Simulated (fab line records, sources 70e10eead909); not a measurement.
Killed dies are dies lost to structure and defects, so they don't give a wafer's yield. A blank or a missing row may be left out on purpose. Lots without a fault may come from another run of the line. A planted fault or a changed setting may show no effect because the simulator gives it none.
A struck lot beside a sound one | flow nand_harc | 22 steps out of a route of 1159
Sound: wafers L735.1, L735.5, L735.6. Struck: wafer L737.2. (L737.1, L737.4 of the same lot were not struck and are left out.) The cause comes at the end.
At each step with rows: each side's tool, then ch and its chambers, then its first start. Under that, the readings that differ: sound wafers | struck wafers | difference of the means | sigmas: that difference in standard deviations of wafers without a fault.
alike: readings whose means differ by less than 2 such deviations, and words and numbers that are the same on both sides. not compared: withheld readings, readings that some wafer has no value for, bounds like >300 that may hide the same value, and numbers for which the record gives no deviation and whose values overlap.
The two part at a step that has a row with sigmas, a row that says differs or no value, or rows on one side only. Numbers that don't overlap but have no deviation are shown without sigmas and don't part them. A reading that every wafer of one side lacks parts them only if that side has two wafers or more.

NHARC_P_CONTACT_CMP_24: polishes, t overpolish 30 s, target thk 200 nm.
  sound on cmp-02 ch 2,3, day 6 23:51; struck on cmp-04 ch 2, day 7 05:20
  reading                | sound          | struck | difference | sigmas
  time_to_endpoint_s (s) | 42.3 46.3 44.0 | 36.0   | -8.2       | -3
  alike: motor_current_A, overpolish_run_s
then, 1 step without rows for these wafers: NHARC_P_CONTACT_SRD_26.
NHARC_P_CONTACT_INSPECT_27:
  sound on defect_inspect-01, day 7 00:14; struck on defect_inspect-01, day 7 05:44
  alike: raw_defect_count
then, 8 steps without rows for these wafers: NHARC_P_M0_DEP_00 (deposits SiOC, target thk 150 nm); NHARC_P_M0_DEHYDRATE_01 (time 120 s); NHARC_P_M0_HMDS_02 (time 30 s); NHARC_P_M0_COAT_33 (time 65 s); NHARC_P_M0_COAT_03 (resist thk 90 nm); NHARC_P_M0_SOFTBAKE_04 (time 55 s); NHARC_P_M0_EBR_05; NHARC_P_M0_EXPOSE_06 (exposes mask P M0, target cd 90 nm).
NHARC_P_M0_PEB_07: peb time 65 s.
  sound on litho_track-06 ch 0, day 7 01:03; struck on litho_track-06 ch 0, day 7 06:33
  reading                  | sound             | struck | difference | sigmas
  heater_power_total_W (W) | 157.1 156.6 156.8 | 171.0  | +14.2      | +31
  alike: chill_plate_temp_C, resist_line_temp_C
then, 1 step without rows for these wafers: NHARC_P_M0_DEVELOP_08 (develop time 35 s).
NHARC_P_M0_CD_MEAS_09: target cd 90 nm.
  sound on cd_sem-01 ch 0, day 7 01:08; struck on cd_sem-01 ch 0, day 7 06:38
  reading    | sound          | struck | difference | sigmas
  cd_nm (nm) | 89.9 90.5 90.0 | 83.2   | -6.9       | -14
NHARC_P_M0_OVL_MEAS_10: pitch 180 nm.
  sound on overlay-01, day 7 01:13; struck on overlay-02, day 7 06:43
  reading           | sound       | struck | difference | sigmas
  overlay_x_nm (nm) | 1.6 1.1 0.6 | -0.7   | -1.8       | -2
  alike: overlay_y_nm
NHARC_P_M0_INSPECT_11:
  sound on defect_inspect-01, day 7 01:16; struck on defect_inspect-01, day 7 06:45
  alike: raw_defect_count
NHARC_P_M0_DESCUM_14: chemistry O2, time 3 s.
  sound on rie_diel-08 ch 0,3, day 7 01:19; struck on rie_diel-04 ch 3, day 7 06:49
  reading               | sound             | struck | difference | sigmas
  model.P_M0.cd_nm (nm) | 89.49 89.82 89.09 | 82.69  | -6.78      |
  alike: drypump_motor_current_A, oes_product_au, rf_vpp_V, showerhead_plenum_p_Torr, throttle_valve_pct
  not compared: rf_hours_counter_h
NHARC_P_M0_ETCH_34: etches the open film in N2/H2, target depth 40 nm, overetch 12 nm, time 43.94 s.
  sound on rie_diel-08 ch 2,3, day 7 01:24; struck on rie_diel-04 ch 0, day 7 06:54
  alike: drypump_motor_current_A, oes_product_au, rf_vpp_V, showerhead_plenum_p_Torr, throttle_valve_pct
  not compared: rf_hours_counter_h
NHARC_P_M0_ETCH_15: etches the open film in C4F8/Ar, target depth 150 nm, overetch 15 nm, time 82.5 s.
  sound on rie_diel-08 ch 0,1,2; struck on rie_diel-04 ch 0
  reading               | sound             | struck | difference | sigmas
  model.P_M0.cd_nm (nm) | 89.53 89.86 89.44 | 83.14  | -6.47      |
  alike: oes_product_au, rf_vpp_V
  not compared: rf_hours_counter_h
NHARC_P_M0_CD_MEAS_16:
  sound on cd_sem-02, day 7 01:37; struck on cd_sem-02, day 7 07:07
  reading    | sound          | struck | difference | sigmas
  cd_nm (nm) | 89.6 90.1 89.6 | 83.5   | -6.3       | -10
NHARC_P_M0_STRIP_18: strips in N2/H2.
  sound on rie_diel-04 ch 0,3, day 7 01:41; struck on rie_diel-01 ch 3, day 7 07:11
  alike: drypump_motor_current_A, oes_product_au, rf_vpp_V, showerhead_plenum_p_Torr, throttle_valve_pct
  not compared: rf_hours_counter_h
-- the record jumps here: 13 days lie between the struck wafers' starts before and after (it left off in module P_M0 and takes up again in module END, whose first step shown is number 1159 of the route) --
NHARC_END_SORT_01:
  sound on prober-01 ch 0, day 21 11:32; struck on prober-02 ch 0, day 20 17:44
  reading            | sound | struck | difference | sigmas
  killed_open        | 2     | 7      | +5         | +3
  sort_bin_2_pct (%) | 0.9   | 2.8    | +1.9       | +3
  alike: defect_limited_yield, killed_at_array, killed_at_other, killed_at_periphery, killed_dies, killed_short, sort_bin_3_pct, sort_bin_4_pct, sort_n_pass, sort_rim_yield_pct, sort_yield_pct

WHERE THEY PART
First at NHARC_P_CONTACT_CMP_24; last, within this record, at NHARC_END_SORT_01.

WHY: what the simulator had put in
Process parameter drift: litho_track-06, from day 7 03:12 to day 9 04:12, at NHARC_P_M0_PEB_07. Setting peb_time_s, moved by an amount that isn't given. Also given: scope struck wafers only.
